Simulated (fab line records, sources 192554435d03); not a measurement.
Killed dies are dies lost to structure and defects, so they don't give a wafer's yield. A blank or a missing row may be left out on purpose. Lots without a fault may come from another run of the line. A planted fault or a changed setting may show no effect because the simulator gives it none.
Chamber matching | flow n5_finfet | N5_DUMMY_GATE_CMP_04 on cmp-04: 4 sister chambers
The step polishes a-Si. 4 wafers are shown with their chamber, then 10 later ones without.

WAFERS WITH THEIR CHAMBER
wafer  | chamber | motor_current_A (A)
L088.3 | 1       | 10.5
L088.1 | 0       | 10.0
L092.1 | 2       | 9.7
L092.4 | 3       | 10.6

WAFERS WITHOUT THEIR CHAMBER
wafer  | motor_current_A (A)
L092.6 | 10.1
L092.2 | 10.1
L092.3 | 10.2
L092.5 | 10.0
L094.2 | 11.0
L094.3 | 10.1
L094.5 | 10.4
L095.3 | 9.5
L095.4 | 10.1
L095.5 | 10.2

WHICH CHAMBER EACH WENT THROUGH
wafer  | from the rows above               | in truth
L092.6 | can't be placed: 0 or 1 or 2      | 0
L092.2 | can't be placed: 0 or 1 or 2      | 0
L092.3 | can't be placed: 0 or 1 or 3 or 2 | 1
L092.5 | can't be placed: 0 or 2           | 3
L094.2 | can't be placed: 3 or 1           | 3
L094.3 | can't be placed: 0 or 1 or 2      | 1
L094.5 | can't be placed: 1 or 3 or 0      | 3
L095.3 | can't be placed: 2 or 0           | 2
L095.4 | can't be placed: 0 or 1 or 2      | 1
L095.5 | can't be placed: 0 or 1 or 3 or 2 | 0
Placed correctly: 0 of 10. Can't be placed from these rows: 10 (the true chamber is among the candidates in 9). Placed wrongly: 0.
How it was worked out, from the rows above alone: a wafer's distance from a chamber is the root of the sum, over the readings, of the square of ((its reading less the chamber's mean) divided by the reading's scatter). The wafer belongs to the nearest chamber; if the next one is less than 2 further off, it can't be placed. A chamber's mean is the mean of its shown wafers. The scatter: with one shown wafer a chamber, the root of the mean of the squares of how far each hidden wafer lies from its nearest shown one.
